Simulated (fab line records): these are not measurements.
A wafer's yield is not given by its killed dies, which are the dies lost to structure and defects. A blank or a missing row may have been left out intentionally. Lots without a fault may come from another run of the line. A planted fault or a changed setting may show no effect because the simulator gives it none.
Comparing a struck lot with a sound one | flow n5_finfet | 32 steps out of a route of 1938
Sound: wafers L604.1, L604.4, L604.6. Struck: wafer L601.4. (L601.2 of the same lot was not struck and is left out.) The cause comes at the end.
Order at every step that has rows: each side's tool, ch and its chambers, its first start. Under that, the readings that differ: sound wafers | struck wafers | difference of the means | sigmas: that difference in standard deviations of wafers without a fault.
alike: words and numbers the same on both sides, and readings whose means are apart by under 2 such deviations; not compared: readings that were withheld, readings missing a value for some wafer, numbers with overlapping values and no deviation given by the record, and bounds like >300 which may hide the same value.
Wherever a step has rows on one side only, a row that says differs or no value, or a row with sigmas, the two part there. Non-overlapping numbers with no deviation appear without sigmas and do not part them. Lack of a reading on every wafer of one side parts them only where that side has two or more wafers.

first, 5 steps without rows for these wafers: N5_FIN_SAQP_PRECLEAN_42 (cleans in O3/DIW, time 60 s); N5_FIN_SAQP_PRECLEAN_00 (cleans in SC1, time 60 s); N5_FIN_SAQP_PRECLEAN_44 (cleans in SC2, time 45 s); N5_FIN_SAQP_SRD_01 (time 30 s); N5_FIN_SAQP_ALD_61 (deposits SiO2, target thk 4 nm, pulse time 1 s, purge time 2 s).
N5_FIN_SAQP_DENSIFY_62: time 60 s.
  sound on rtp_anneal-01 ch 0, day 6 03:00; struck on rtp_anneal-02 ch 0, day 5 10:25
  alike: lamp_power_pct, lamp_zone_7_pct, wafer_temp_C_max
N5_FIN_SAQP_HM_DEP_03: deposits SiNx from SiH4/NH3/N2, target thk 38 nm, time 33.6 s.
  sound on pecvd-04 ch 1, day 6 03:13; struck on pecvd-01 ch 0, day 5 10:37
  reading                | sound          | struck | difference | sigmas
  heater_power_w (W)     | 804 832 843    | 602    | -224       | -3
  throttle_valve_pct (%) | 44.5 44.6 44.8 | 38.4   | -6.2       | -2
  alike: showerhead_plenum_p_Torr
N5_FIN_SAQP_THK_MEAS_05:
  struck on film_metro-01, day 5 10:41; sound on film_metro-01, day 6 03:20
  reading     | sound          | struck | difference | sigmas
  thk_nm (nm) | 37.3 37.6 37.6 | 38.7   | +1.2       | +2
N5_FIN_SAQP_PECVD_47: deposits a-Si from SiH4/He, target thk 45 nm, time 36.3 s.
  sound on pecvd-04 ch 0,1, day 6 03:22; struck on pecvd-04 ch 1, day 5 10:44
  alike: heater_power_w, showerhead_plenum_p_Torr, throttle_valve_pct
then, 1 step without rows for these wafers: N5_FIN_SAQP_PECVD_48 (deposits SiNx from SiH4/NH3/N2, target thk 25 nm, time 22.1 s).
N5_FIN_SAQP_PECVD_06: deposits a-Si from SiH4/He, target thk 60 nm, time 48.1 s.
  sound on pecvd-04 ch 0,1, day 6 03:29; struck on pecvd-04 ch 1, day 5 10:49
  alike: heater_power_w, showerhead_plenum_p_Torr, throttle_valve_pct
N5_FIN_SAQP_THK_MEAS_07:
  struck on film_metro-01, day 5 10:54; sound on film_metro-01, day 6 03:36
  alike: thk_nm
N5_FIN_SAQP_HM_DEP_72: deposits SiO2 from SiH4/N2O, target thk 12 nm, time 7.2 s.
  sound on pecvd-01 ch 0,1, day 6 03:38; struck on pecvd-03 ch 2, day 5 10:56
  reading                                      | sound             | struck | difference | sigmas
  model.SiO2_of_FIN_SAQP_HM_DEP_72.thk_nm (nm) | 11.85 12.44 11.99 | 15.84  | +3.75      |
  alike: heater_power_w, showerhead_plenum_p_Torr
then, 8 steps without rows for these wafers: N5_FIN_SAQP_COAT_49 (time 60 s, resist thk 100 nm); N5_FIN_SAQP_COAT_50 (time 60 s, resist thk 35 nm); N5_FIN_SAQP_COAT_10 (resist thk 90 nm); N5_FIN_SAQP_EBR_12; N5_FIN_SAQP_SOFTBAKE_11 (time 60 s); N5_FIN_SAQP_EXPOSE_13 (exposes mask FIN CORE, target cd 35.6 nm); N5_FIN_SAQP_PEB_14 (peb time 60 s); N5_FIN_SAQP_DEVELOP_15 (develop time 30 s).
N5_FIN_SAQP_CD_MEAS_16: target cd 35.6 nm.
  sound on cd_sem-01 ch 0, day 6 04:05; struck on cd_sem-02 ch 0, day 5 11:16
  alike: cd_nm
N5_FIN_SAQP_OVL_MEAS_17:
  sound on overlay-02 ch 0, day 6 04:08; struck on overlay-02 ch 0, day 5 11:18
  alike: FIN_CORE_OVL
N5_FIN_SAQP_INSPECT_18: inspects for defects (brightfield).
  struck on defect_inspect-02, day 5 11:19; sound on defect_inspect-02, day 6 04:09
  alike: raw_defect_count
then, 1 step without rows for these wafers: N5_FIN_SAQP_DESCUM_21 (chemistry O2, time 7.9 s).
N5_FIN_SAQP_ETCH_51: etches SiARC in CF4, target depth 45.5 nm, time 75.8 s.
  sound on rie_diel-01 ch 2,3, day 6 04:13; struck on rie_diel-01 ch 2, day 5 11:24
  alike: bias_w, drypump_motor_current_A, etch_rf_on_time_s, oes_product_au, rf_vpp_V, showerhead_plenum_p_Torr, throttle_valve_pct
  not compared: rf_hours_counter_h
then, 2 steps without rows for these wafers: N5_FIN_SAQP_ETCH_52 (etches SOC in N2/H2, target depth 100 nm, overetch 20 nm, time 150 s); N5_FIN_SAQP_STRIP_53 (strips in N2/H2).
N5_FIN_SAQP_HM_OPEN_73: chemistry CHF3/O2, target SiO2, stops on a-Si, target depth 12 nm, time 16.8 s.
  sound on rie_diel-01 ch 2,3, day 6 04:23; struck on rie_diel-01 ch 2, day 5 11:34
  reading                  | sound             | struck | difference | sigmas
  bias_w (W)               | 170.8 170.7 170.3 | 169.2  | -1.4       | -3
  model.etch.depth_nm (nm) | 11.85 12.44 11.99 | 15.84  | +3.75      |
  alike: O2_flow_sccm, drypump_motor_current_A, oes_product_au, rf_vpp_V, showerhead_plenum_p_Torr, throttle_valve_pct
  not compared: rf_hours_counter_h
then, 1 step without rows for these wafers: N5_FIN_SAQP_STRIP_74 (strips in CHF3/O2).
-- the record jumps here: 6 days lie between the struck wafers' starts before and after (it left off in module FIN_SAQP and takes up again in module BEOL_M4, whose first step shown is number 1111 of the route) --
N5_BEOL_M4_RC_MEAS_101:
  sound on prober-02 ch 0, day 11 19:54; struck on prober-02 ch 0, day 11 11:34
  alike: DIBL_N, DIBL_P, IOFF_N, IOFF_P, ION_N, ION_P, SS_N, SS_P, VT_N, VT_P
-- record jumps: 5 days separate the struck wafers' starts on either side; left off in module BEOL_M4, taken up again in module PASSIVATION, whose first shown step is the route's number 1936 --
N5_PASSIVATION_PROBE_49:
  struck on prober-02, day 16 00:25; sound on prober-01, day 16 11:56
  reading         | sound   | struck | difference | sigmas
  killed_at_M4_up | 18 5 14 | 27     | +15        | +3
  killed_at_other | 2 0 2   | 10     | +9         | +3
  alike: defect_limited_yield, killed_at_M0_to_M3, killed_at_contacts, killed_at_front_end, killed_dies, killed_open, killed_short, sort_bin_4_leakage, sort_bin_5_function, sort_bin_6_memory, sort_bin_8_speed, sort_n_pass, sort_yield_pct

== WHERE THEY PART ==
First at N5_FIN_SAQP_HM_DEP_03; last, within this record, at N5_PASSIVATION_PROBE_49.

WHY: the cause the simulator had injected
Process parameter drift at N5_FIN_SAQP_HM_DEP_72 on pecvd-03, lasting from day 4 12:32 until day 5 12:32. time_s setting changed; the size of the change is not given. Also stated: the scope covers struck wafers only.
